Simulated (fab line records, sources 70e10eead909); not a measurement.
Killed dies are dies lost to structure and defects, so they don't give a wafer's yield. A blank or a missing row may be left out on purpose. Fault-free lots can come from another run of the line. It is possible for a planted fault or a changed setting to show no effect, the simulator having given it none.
Comparing a struck lot with a sound one / flow nand harc / 23 steps out of a route of 1302
Sound: wafers L117.1, L117.2, L117.3. Struck: wafer L135.6 (left out: L135.1, L135.3 of the same lot, which were not struck); the cause appears at the end.
Each step with rows lists, per side, the tool, then ch with its chambers, then its first start. Under that, the readings that differ: sound wafers / struck wafers / difference of the means / sigmas: that difference in standard deviations of wafers without a fault.
alike: words and numbers the same on both sides, and readings whose means are apart by under 2 such deviations; not compared: readings that were withheld, readings missing a value for some wafer, numbers with overlapping values and no deviation given by the record, and bounds like >300 which may hide the same value.
The two part at a step that has a row with sigmas, a row that says differs or no value, or rows on one side only. Numbers that don't overlap but have no deviation are shown without sigmas and don't part them. Lack of a reading on every wafer of one side parts them only where that side has two or more wafers.

first, 4 steps without rows for these wafers: NHARC_P_GATE_EBR_87; NHARC_P_GATE_EXPOSE_88 (exposes mask P HVN, target cd 2000 nm); NHARC_P_GATE_PEB_89 (peb time 85 s); NHARC_P_GATE_DEVELOP_90 (time 70 s).
NHARC_P_GATE_CD_MEAS_91 targets a cd of 2000 nm.
  sound on cd sem-01 ch 0, day 6 20:35; struck on cd sem-02 ch 0, day 14 13:43
  alike: cd nm
then, 1 step without rows for these wafers: NHARC_P_GATE_HARDBAKE_92 (time 80 s).
NHARC_P_GATE_DESCUM_93: chemistry O2, time 3 s.
  sound on rie diel-10 ch 0,1,3, day 6 20:44; struck on rie diel-10 ch 0, day 14 13:53
  alike: drypump motor current A, oes product au, rf vpp V, showerhead plenum p Torr, throttle valve pct
  not compared: rf hours counter h
then, 1 step without rows for these wafers: NHARC_P_GATE_IMPLANT_94.
NHARC_P_GATE_STRIP_113: strips in N2/H2, time 740 s.
  sound on plasma asher-02 ch 0,1, day 6 21:07; struck on plasma asher-02 ch 1, day 14 14:17
  alike: drypump motor current A, heater power w
  not compared: rf hours counter h
then, 2 steps without rows for these wafers: NHARC_P_GATE_STRIP_95 (strips in O2); NHARC_P_GATE_STRIP_96 (strips in SPM, time 900 s).
NHARC_P_GATE_RTA_64: time 1 s.
  sound on rtp anneal-01 ch 0, day 6 22:24; struck on rtp anneal-01 ch 0, day 14 15:34
  alike: lamp power pct, lamp_zone_1_pct, wafer_temp_C_max
NHARC_P_GATE_ETCH_77: etches SiO2 in dHF, target depth 6 nm.
  sound on wet bench-06 ch 1,2,5, day 6 22:36; struck on wet bench-04 ch 0,2,7, day 14 15:46
NHARC_P_GATE_DEGAS_109: time 60 s.
  struck on pvd sputter-01, day 14 15:52; sound on pvd sputter-03, day 6 22:42
  alike: heater power w
then, 3 steps without rows for these wafers: NHARC_P_GATE_PRE_CLEAN_110 (time 30 s); NHARC_P_GATE_SPUTTER_78 (material Ni, target thk 10 nm); NHARC_P_GATE_SPUTTER_79 (material TiN, target thk 10 nm).
NHARC_P_GATE_RTA_80: time 30 s.
  sound on rtp anneal-01 ch 0, day 6 23:00; struck on rtp anneal-02 ch 0, day 14 16:10
  alike: lamp power pct, lamp_zone_1_pct, wafer_temp_C_max
then, 2 steps without rows for these wafers: NHARC_P_GATE_STRIP_67 (strips in SPM, time 600 s); NHARC_P_GATE_RTA_82 (time 30 s).
NHARC_P_GATE_INSPECT_68:
  struck on defect inspect-01, day 14 16:49; sound on defect inspect-01, day 6 23:40
reading=raw defect count; sound=218 154 223; struck=632; difference=+434; sigmas=+6
then, 1 step without rows for these wafers: NHARC_P_CONTACT_DEP_30 (deposits SiNx, target thk 30 nm).
-- record jumps: 19 days between struck wafers' starts before vs after; left off in module P_CONTACT, resumes in module END, first step shown is number 1302 of the route --
NHARC_END_SORT_01:
  sound on prober-01 ch 0, day 25 04:34; struck on prober-01 ch 0, day 33 14:52
reading=killed at array; sound=81 84 85; struck=47; difference=-36; sigmas=-2
reading=killed at periphery; sound=1 3 2; struck=80; difference=+78; sigmas=+26
reading=killed dies; sound=82 87 87; struck=127; difference=+42; sigmas=+2
  alike: killed at other, killed open, killed short

WHERE THEY PART
First at NHARC_P_GATE_INSPECT_68; last, within this record, at NHARC_END_SORT_01.

WHY: whatever the simulator had introduced
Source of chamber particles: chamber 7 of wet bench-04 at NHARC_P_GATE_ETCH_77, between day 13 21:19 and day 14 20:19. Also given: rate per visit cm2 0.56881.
